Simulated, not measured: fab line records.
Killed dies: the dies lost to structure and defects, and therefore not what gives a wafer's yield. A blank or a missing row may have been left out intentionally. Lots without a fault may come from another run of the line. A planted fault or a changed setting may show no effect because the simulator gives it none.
fab line records	flow n5-finfet
[record] lots = 7	wafers = 21
route steps=1938 shown PASSIVATION@1916
start-h: the number of hours between the record's first day and the start of the first shown wafer of the lot	wait-h: hours since the lot's step before	" unchanged from the row above	L1.1+2: one row covering several wafers at once	- no value, or no start given	* or withheld: withheld	< > ~ a bound
route shown NAME@n: names a module that has steps shown in the file, with the first one's number in the route	usual: mean/standard deviation of fault-free wafers	same: alike in all rows	chamber/n: place in a boat	sites: the reading at each site	_std_site: their standard deviation	_edge_site: the outer-site mean with the inner-site mean subtracted	radius-mm: for every site, how far away it sits from the centre of the wafer	mask NAME#n: copy n	behind: tool/chamber where the wafer was last shaped	hold: why the lot went on hold/how many hours it stayed there/how the hold came to an end	device: which transistor (n, p or np) failed to switch	end of line: the route-end tests of the same wafers	a step without rows: its recipe alone	killed: dies that structure and defects cost at the first sort, which is not the same as the wafer's yield	map: shows each die of a wafer: x if killed, . if not, _ if none is there
set.NAME: the setting that was run; set.NAME@STEP: the one run at that earlier step	model.NAME: the simulator's own value behind a step, which no gauge read
lots run with intentionally changed settings; tables by step, rows by wafer
[[steps]]
[step N5_PASSIVATION_PECVD_35]
[recipe] material = SiNx	target-thk-a = 7000	temp-c = 400	precursor = SiH4/NH3/N2	pressure-torr = 4.9	rf-w = 1406	time-s = 151.3
lot.wafer	tool	chamber	start-h	wait-h	set.time-s	model.SiNx_of_PASSIVATION_PECVD_35.thk-nm
L074.1	pecvd-01	1	257.65	0.1	151.3	688
L074.3	"	2	"	"	151.3	694.6
L074.4	"	1	"	"	151.3	706
L079.1	pecvd-04	2	285.71	0.1	151.3	690.8
L079.3	"	0	"	"	168.8	778.4
L079.4	"	1	"	"	168.8	785.6
L078.1	pecvd-02	1	286.21	0.1	151.3	701.4
L078.2	"	2	"	"	151.3	701.6
L078.5	"	0	"	"	151.3	710.6
L084.1	pecvd-01	1	322.93	0.1	151.3	696.6
L084.2	"	2	"	"	151.3	692.8
L084.4	"	2	"	"	151.3	707
L085.3	pecvd-02	2	327.80	0.1	151.3	693.4
L085.4	"	0	"	"	151.3	707
L085.5	"	1	"	"	151.3	698.8
L086.1	pecvd-04	2	328.22	0.1	151.3	694
L086.3	"	0	"	"	151.3	701.6
L086.5	"	0	"	"	134.2	626.6
L089.3	pecvd-04	0	361.46	0.1	144.5	661.8
L089.5	"	1	"	"	151.3	683.4
L089.6	"	2	"	"	151.3	707.2
[step N5_PASSIVATION_HMDS_37]
[recipe] time-s = 60	temp-c = 120
[step N5_PASSIVATION_COAT_38]
[recipe] spin-rpm = 3000	resist-thk-nm = withheld
[step N5_PASSIVATION_SRD_72]
[recipe] dry = ipa-marangoni	time-s = 30	temp-c = 23	rinse-liquid = diw
[step N5_PASSIVATION_ANNEAL_56]
[recipe] temp-c = 400	time-s = 1800	ambient = FGA	idle-temp-c = 300	ramp-up-c-per-min = 5	ramp-down-c-per-min = 3
[step N5_PASSIVATION_PROBE_49]
[usual] defect-limited-yield = 91.3/1.5	killed_at_M0_to_M3 = 34/9.4	killed_at_M4_up = 13/5.3	killed-at-contacts = 13/5.7	killed-at-front-end = 40/10	killed-at-other = 3.7/2.8	killed-dies = 103/17	killed-open = 67/13	killed-short = 35/8.5	sort_bin_4_leakage = 0.00/0.016	sort_bin_5_function = 5.0/0.98	sort_bin_6_memory = 3.3/0.7	sort-n-pass = 1077/17	sort-yield-pct = 91.3/1.5
[same] gross-dies = 1180	killed-at-back-side = 0	sort_bin_8_speed[%] = 0
lot.wafer	tool	chamber	start-h	wait-h	set.dose-mj@PASSIVATION_EXPOSE_07	defect-limited-yield[%]	killed_at_M0_to_M3	killed_at_M4_up	killed-at-contacts	killed-at-front-end	killed-at-other	killed-dies	killed-open	killed-short	sort_bin_4_leakage[%]	sort_bin_5_function[%]	sort_bin_6_memory[%]	sort-n-pass	sort-yield-pct[%]
L074.1	prober-01	-	261.51	0.0	22.75	91.2	38	10	9	46	1	104	70	34	0	4.7	3.7	1076	91.2
L074.3	prober-01	-	261.61	0.1	22.75	92.3	26	12	14	38	1	91	55	33	0	4.2	2.9	1089	92.3
L074.4	prober-01	-	261.66	0.2	22.75	90.5	29	15	15	47	6	112	74	38	0	6.0	3.1	1068	90.5
L079.1	prober-01	-	289.51	0.0	22.75	90.8	43	11	21	30	4	109	68	33	0	5.3	3.3	1071	90.8
L079.3	prober-01	-	289.61	0.1	21.2	20.0	35	12	145	43	709	944	62	30	0	72.9	5.9	236	20.0
L079.4	prober-01	-	289.66	0.2	22.75	24.2	24	14	5	33	818	894	52	24	0	73.5	1.9	286	24.2
L078.1	prober-02	-	289.91	0.0	22.75	91.2	40	10	7	38	9	104	67	35	0	5.2	3.4	1076	91.2
L078.2	prober-02	-	289.96	0.1	22.75	90.0	31	14	15	51	7	118	69	47	0	6.0	3.1	1062	90.0
L078.5	prober-02	-	290.11	0.2	22.75	44.3	46	6	10	31	564	657	68	35	0	51.9	3.3	523	44.3
L084.1	prober-02	-	326.67	0.1	21.88	91.4	29	14	14	41	3	101	70	29	0	4.5	3.7	1079	91.4
L084.2	prober-02	-	326.72	0.2	21.88	90.4	33	18	11	45	6	113	75	37	0	4.9	4.2	1067	90.4
L084.4	prober-02	-	326.82	0.3	21.88	0.7	1104	8	12	47	1	1172	53	34	0	95.5	3.4	8	0.7
L085.3	prober-02	-	331.74	0.1	23.7	47.2	43	17	10	48	505	623	81	32	0.17	48.1	3.7	557	47.2
L085.4	prober-02	-	331.79	0.2	22.75	76.4	27	30	182	34	5	278	70	34	0	15.6	7.6	902	76.4
L085.5	prober-02	-	331.84	0.2	22.75	73.0	30	14	221	51	3	319	68	47	0	15.9	9.7	861	73.0
L086.1	prober-01	-	332.57	0.0	22.75	92.8	25	17	14	28	1	85	57	26	0	4.8	2.3	1095	92.8
L086.3	prober-01	-	332.67	0.1	23.83	92.7	24	11	18	32	1	86	43	38	0	3.8	3.1	1094	92.7
L086.5	prober-01	-	332.77	0.2	22.75	90.0	43	17	19	38	1	118	79	39	0	5.8	3.6	1062	90.0
L089.3	prober-01	-	365.26	0.1	22.75	90.9	30	22	16	34	5	107	56	50	0	4.9	3.9	1073	90.9
L089.5	prober-01	-	365.36	0.2	22.75	88.1	32	22	27	56	4	141	83	52	0	6.6	4.7	1039	88.1
L089.6	prober-01	-	365.41	0.3	24.35	90.1	34	13	15	53	2	117	57	54	0	5.3	4.2	1063	90.1
// killed by level:class
L074.1 BEOL_M0_SAQP:geometric-particle:open=15 FIN_SAQP:geometric-particle:open=14 FIN_SAQP:geometric-particle:short=8 BEOL_M4:geometric-particle:open=7 BEOL_M1:geometric-particle:open=6 BEOL_M2:geometric-particle:open=6 GATE_CUT:geometric-particle:short=5 MOL_CONTACT_COAG:geometric-particle:open=5
L074.3 MOL_CONTACT_COAG:geometric-particle:open=13 FIN_SAQP:geometric-particle:open=10 FIN_SAQP:geometric-particle:short=8 BEOL_M0_SAQP:geometric-particle:short=6 BEOL_M2:geometric-particle:open=6 BEOL_M4:geometric-particle:open=6 BEOL_M1:geometric-particle:open=4 BEOL_M3:geometric-particle:open=4
L074.4 FIN_SAQP:geometric-particle:open=14 MOL_CONTACT_COAG:geometric-particle:open=13 BEOL_M4:geometric-particle:open=10 BEOL_M1:geometric-particle:open=7 GATE_CUT:geometric-particle:short=6 BEOL_M0:geometric-particle:open=5 BEOL_M3:geometric-particle:short=5 FIN_SAQP:geometric-particle:short=4
L079.1 MOL_CONTACT_COAG:geometric-particle:open=18 BEOL_M0_SAQP:geometric-particle:open=11 BEOL_M0_SAQP:geometric-particle:short=9 STI_FIN_REVEAL:geometric-particle:open=9 FIN_SAQP:geometric-particle:short=7 BEOL_M0:geometric-particle:open=6 BEOL_M2:geometric-particle:open=5 BEOL_M3:geometric-particle:open=5
L079.3 PASSIVATION:area-pecvd=709 MOL_CONTACT_COAG:area-expose=138 STI_FIN_REVEAL:geometric-particle:open=19 BEOL_M1:geometric-particle:open=10 FIN_SAQP:geometric-particle:short=8 MOL_CONTACT_COAG:geometric-particle:open=6 BEOL_M3:geometric-particle:open=5 GATE_CUT:geometric-particle:short=4
L079.4 PASSIVATION:area-pecvd=813 STI_FIN_REVEAL:geometric-particle:open=14 FIN_SAQP:geometric-particle:short=5 BEOL_M0_SAQP:geometric-particle:open=5 BEOL_M2:geometric-particle:open=5 STI_FIN_REVEAL:geometric-particle:short=4 MOL_CONTACT_COAG:geometric-particle:open=4 BEOL_M1:geometric-particle:open=4
L078.1 FIN_SAQP:geometric-particle:open=16 BEOL_M0_SAQP:geometric-particle:open=10 BEOL_M2:geometric-particle:open=9 FIN_SAQP:geometric-particle:short=7 BEOL_M2:geometric-particle:short=7 BEOL_M1:geometric-particle:open=6 MOL_CONTACT_COAG:geometric-particle:open=5 BEOL_M0_SAQP:geometric-particle:short=5
L078.2 FIN_SAQP:geometric-particle:open=12 BEOL_M0_SAQP:geometric-particle:open=12 FIN_SAQP:geometric-particle:short=11 BEOL_M0_SAQP:geometric-particle:short=11 MOL_CONTACT_COAG:geometric-particle:open=10 BEOL_M4:geometric-particle:open=9 STI_FIN_REVEAL:geometric-particle:open=7 MOL_CONTACT_COAG:geometric-particle:short=5
L078.5 PASSIVATION:area-pecvd=554 BEOL_M0_SAQP:geometric-particle:open=18 BEOL_M0_SAQP:geometric-particle:short=14 STI_FIN_REVEAL:geometric-particle:open=10 BEOL_M1:geometric-particle:open=6 MOL_CONTACT_COAG:geometric-particle:open=6 FIN_SAQP:geometric-particle:open=5 FIN_SAQP:geometric-particle:short=4
L084.1 MOL_CONTACT_COAG:geometric-particle:open=10 STI_FIN_REVEAL:geometric-particle:open=9 BEOL_M1:geometric-particle:open=9 GATE_CUT:geometric-particle:short=8 FIN_SAQP:geometric-particle:open=7 BEOL_M0_SAQP:geometric-particle:open=6 DUMMY_GATE:geometric-particle:open=5 BEOL_M3:geometric-particle:open=5
L084.2 BEOL_M2:geometric-particle:open=13 FIN_SAQP:geometric-particle:open=10 MOL_CONTACT_COAG:geometric-particle:open=8 GATE_CUT:geometric-particle:short=8 FIN_SAQP:geometric-particle:short=7 STI_FIN_REVEAL:geometric-particle:open=6 BEOL_M1:geometric-particle:open=5 BEOL_M4:geometric-particle:open=5
L084.4 BEOL_M0_SAQP:area-ald=1084 STI_FIN_REVEAL:geometric-particle:open=9 FIN_SAQP:geometric-particle:short=8 GATE_CUT:geometric-particle:short=7 MOL_CONTACT_COAG:geometric-particle:open=7 BEOL_M0_SAQP:geometric-particle:open=7 FIN_SAQP:geometric-particle:open=6 MOL_CONTACT_COAG:geometric-particle:short=5
L085.3 PASSIVATION:area-pecvd=502 BEOL_M0_SAQP:geometric-particle:open=18 FIN_SAQP:geometric-particle:open=13 MOL_CONTACT_COAG:geometric-particle:open=8 BEOL_M0_SAQP:geometric-particle:short=8 BEOL_M4:geometric-particle:open=7 FIN_SAQP:geometric-particle:short=6 DUMMY_GATE:geometric-particle:open=6
L085.4 MOL_CONTACT_COAG:area-expose=173 BEOL_M4:geometric-particle:open=18 BEOL_M2:geometric-particle:open=8 MOL_CONTACT_COAG:geometric-particle:open=7 BEOL_M0_SAQP:geometric-particle:short=7 FIN_SAQP:geometric-particle:short=6 DUMMY_GATE:geometric-particle:open=6 BEOL_M0_SAQP:geometric-particle:open=6
L085.5 MOL_CONTACT_COAG:area-expose=204 MOL_CONTACT_COAG:geometric-particle:open=13 FIN_SAQP:geometric-particle:short=12 FIN_SAQP:geometric-particle:open=10 BEOL_M4:geometric-particle:open=7 BEOL_M0_SAQP:geometric-particle:short=6 BEOL_M0_SAQP:geometric-particle:open=6 BEOL_M2:geometric-particle:open=6
L086.1 MOL_CONTACT_COAG:geometric-particle:open=10 STI_FIN_REVEAL:geometric-particle:open=7 BEOL_M3:geometric-particle:open=7 GATE_CUT:geometric-particle:open=7 GATE_CUT:geometric-particle:short=5 BEOL_M4:geometric-particle:open=5 MOL_CONTACT_COAG:geometric-particle:short=4 BEOL_M0_SAQP:geometric-particle:short=3
L086.3 MOL_CONTACT_COAG:geometric-particle:open=9 MOL_CONTACT_COAG:geometric-particle:short=9 FIN_SAQP:geometric-particle:short=7 GATE_CUT:geometric-particle:short=6 BEOL_M2:geometric-particle:short=6 BEOL_M2:geometric-particle:open=6 STI_FIN_REVEAL:geometric-particle:open=4 BEOL_M3:geometric-particle:open=4
L086.5 BEOL_M3:geometric-particle:open=21 MOL_CONTACT_COAG:geometric-particle:open=13 FIN_SAQP:geometric-particle:short=8 BEOL_M0:geometric-particle:open=7 GATE_CUT:geometric-particle:short=6 MOL_CONTACT_COAG:geometric-particle:short=6 BEOL_M1:geometric-particle:open=5 BEOL_M4:geometric-particle:open=5
L089.3 FIN_SAQP:geometric-particle:short=14 MOL_CONTACT_COAG:geometric-particle:open=12 FIN_SAQP:geometric-particle:open=9 BEOL_M1:geometric-particle:short=9 BEOL_M4:geometric-particle:open=7 BEOL_M0_SAQP:geometric-particle:open=6 BEOL_M4:geometric-particle:short=5 MOL_CONTACT_COAG:geometric-particle:short=3
L089.5 MOL_CONTACT_COAG:geometric-particle:open=20 FIN_SAQP:geometric-particle:open=19 FIN_SAQP:geometric-particle:short=18 BEOL_M0_SAQP:geometric-particle:short=11 BEOL_M0_SAQP:geometric-particle:open=6 DUMMY_GATE:geometric-particle:open=5 BEOL_M4:geometric-particle:open=5 BEOL_M4:geometric-particle:short=5
L089.6 FIN_SAQP:geometric-particle:short=18 FIN_SAQP:geometric-particle:open=9 STI_FIN_REVEAL:geometric-particle:open=9 BEOL_M4:geometric-particle:short=8 MOL_CONTACT_COAG:geometric-particle:open=7 BEOL_M0_SAQP:geometric-particle:short=6 BEOL_M1:geometric-particle:open=6 MOL_CONTACT_COAG:area-expose=6
[[key]]
[split] step = N5_PASSIVATION_PECVD_35	setting = time-s	stated = 151.3	by = wafer
[response] step = N5_PASSIVATION_PECVD_35	reading = model.SiNx_of_PASSIVATION_PECVD_35.thk-nm	change = +7.14	per = 1%	r = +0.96
split outside-this-file step=N5_PASSIVATION_EXPOSE_07 setting=dose-mj
// split outside-this-file: this setting was split too, and the file shows its column; the key of that split is in another file
